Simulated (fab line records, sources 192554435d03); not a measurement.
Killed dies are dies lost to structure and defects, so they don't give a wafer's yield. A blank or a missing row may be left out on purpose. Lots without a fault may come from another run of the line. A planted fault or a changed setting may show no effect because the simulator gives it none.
Chamber matching | flow n5_finfet | N5_SDB_ALD_29 on ald_sin-04: 4 sister chambers
The step deposits SiNx, target thk 30 nm, pulse time 1 s, ald cycles 600. 4 wafers are shown with their chamber, then 10 later ones without.

WAFERS WITH THEIR CHAMBER
wafer  | chamber | heater_power_w (W)
L090.1 | 1       | 731
L092.2 | 3       | 958
L093.3 | 0       | 830
L093.4 | 2       | 1002

WAFERS WITHOUT THEIR CHAMBER
wafer  | heater_power_w (W)
L093.6 | 1027
L094.1 | 1013
L094.4 | 982
L094.6 | 970
L096.1 | 968
L096.2 | 719
L096.5 | 961
L097.1 | 712
L097.4 | 992
L097.6 | 729

WHICH CHAMBER EACH WENT THROUGH
wafer  | from the rows above     | in truth
L093.6 | 2                       | 2
L094.1 | 2                       | 2
L094.4 | can't be placed: 2 or 3 | 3
L094.6 | can't be placed: 3 or 2 | 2
L096.1 | can't be placed: 3 or 2 | 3
L096.2 | 1                       | 1
L096.5 | 3                       | 3
L097.1 | 1                       | 1
L097.4 | can't be placed: 2 or 3 | 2
L097.6 | 1                       | 1
Placed correctly: 6 of 10. Can't be placed from these rows: 4 (the true chamber is among the candidates in 4). Placed wrongly: 0.
How it was worked out, from the rows above alone: a wafer's distance from a chamber is the root of the sum, over the readings, of the square of ((its reading less the chamber's mean) divided by the reading's scatter). The wafer belongs to the nearest chamber; if the next one is less than 2 further off, it can't be placed. A chamber's mean is the mean of its shown wafers. The scatter: with one shown wafer a chamber, the root of the mean of the squares of how far each hidden wafer lies from its nearest shown one.
